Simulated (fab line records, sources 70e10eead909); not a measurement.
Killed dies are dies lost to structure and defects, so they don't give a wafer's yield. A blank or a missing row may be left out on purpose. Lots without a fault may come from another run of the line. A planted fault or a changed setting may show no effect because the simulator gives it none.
Which tool did it? | flow nand_harc | 11 lots, 33 wafers sampled, at 5 steps of a route of 1302

WHAT THE GAUGES READ, wafer by wafer
NHARC_END_SORT_01.
lot  | measured     | on        | defect_limited_yield (%)
L861 | day 27 22:27 | prober-02 | 88.2 89.1 87.3
L862 | day 28 06:10 | prober-01 | 91.6 93.9 90.8

WHICH TOOL RAN EACH LOT (tool, then ch and the chambers of the sampled wafers, then the start)
lot  | NHARC_A_BONDPAD_DESCUM_11          | NHARC_A_BONDPAD_ETCH_12                       | NHARC_HYBRID_BOND_ACTIVATE_00      | NHARC_THIN_TSV_CMP_01
L853 | rie_diel-13 ch 0,2,3, day 23 00:59 | rie_diel-13 ch 0,2, day 23 03:38 or earlier   | rie_diel-03 ch 1,2, day 23 03:38   | cmp-04 ch 1,2, day 23 12:48
L854 | rie_diel-06 ch 0,2,3, day 23 04:34 | rie_diel-06 ch 0,1,3, day 23 07:19 or earlier | rie_diel-03 ch 0,1,3, day 23 07:19 | cmp-04 ch 0,1,3, day 23 18:10
L855 | rie_diel-06 ch 0,1,3, day 23 14:55 | rie_diel-06 ch 0,1,3, day 23 17:40 or earlier | rie_diel-03 ch 2,3, day 23 17:40   | cmp-04 ch 0,3, day 24 04:40
L856 | rie_diel-13 ch 0,1,3, day 24 19:22 | rie_diel-13 ch 2,3, day 24 21:59 or earlier   | rie_diel-03 ch 1,2, day 24 21:59   | cmp-02 ch 0,1, day 25 10:09
L858 | rie_diel-06 ch 0,2,3, day 24 21:37 | rie_diel-06 ch 1,2,3, day 25 00:14 or earlier | rie_diel-03 ch 0,1, day 25 00:14   | cmp-03 ch 1,2,3, day 25 09:01
L857 | rie_diel-06 ch 0,1, day 25 02:00   | rie_diel-06 ch 0,3, day 25 04:38 or earlier   | rie_diel-07 ch 0,1,3, day 25 04:38 | cmp-02 ch 1,2,3, day 25 15:32
L859 | rie_diel-13 ch 0,2,3, day 25 14:59 | rie_diel-13 ch 1,2, day 25 17:38 or earlier   | rie_diel-07 ch 1,2,3, day 25 17:38 | cmp-02 ch 0,1, day 26 04:26
L861 | rie_diel-06 ch 2,3, day 26 13:41   | rie_diel-06 ch 2,3, day 26 16:23 or earlier   | rie_diel-03 ch 1,2,3, day 26 16:23 | cmp-03 ch 0,1,3, day 27 06:23
L860 | rie_diel-13 ch 0,2,3, day 26 14:18 | rie_diel-13 ch 2,3, day 26 17:07 or earlier   | rie_diel-07 ch 0,3, day 26 17:07   | cmp-03 ch 1,2,3, day 27 05:11
L862 | rie_diel-06 ch 1,2, day 26 19:34   | rie_diel-06 ch 1,2, day 26 22:17 or earlier   | rie_diel-03 ch 0,2,3, day 26 22:17 | cmp-03 ch 0,1,3, day 27 09:28
L873 | rie_diel-13 ch 1,2,3, day 31 03:16 | rie_diel-13 ch 0,1,2, day 31 05:55 or earlier | rie_diel-03 ch 0,1,3, day 31 05:55 | cmp-02 ch 1,3, day 32 01:13
- NHARC_A_BONDPAD_DESCUM_11: chemistry O2, time 3 s.
- NHARC_A_BONDPAD_ETCH_12: etches the open film in CHF3/O2, target depth 220 nm, time 110 s.
- NHARC_HYBRID_BOND_ACTIVATE_00: chemistry N2, time 60 s.
- NHARC_THIN_TSV_CMP_01: polishes.

THE ANSWER, worked out from the rows above alone
Rule: what is usual is taken from the lots themselves. Put in order of their means at a reading, lots are off if they are a third of the lots or fewer, leave a main group of 4 or more, and stand apart from it by a gap of 3 or more times the standard deviation of the main group's means; of several such gaps the widest counts. A main group whose means are all the same, to the digits that the tables above print for the reading, isn't used. A lot without any number at a reading at which 4 lots or more have one is off too. The other lots that the step has rows for count as sound.
No lot is off at any reading shown: from this, nothing can be told.

WHAT THE SIMULATOR HAD PUT IN
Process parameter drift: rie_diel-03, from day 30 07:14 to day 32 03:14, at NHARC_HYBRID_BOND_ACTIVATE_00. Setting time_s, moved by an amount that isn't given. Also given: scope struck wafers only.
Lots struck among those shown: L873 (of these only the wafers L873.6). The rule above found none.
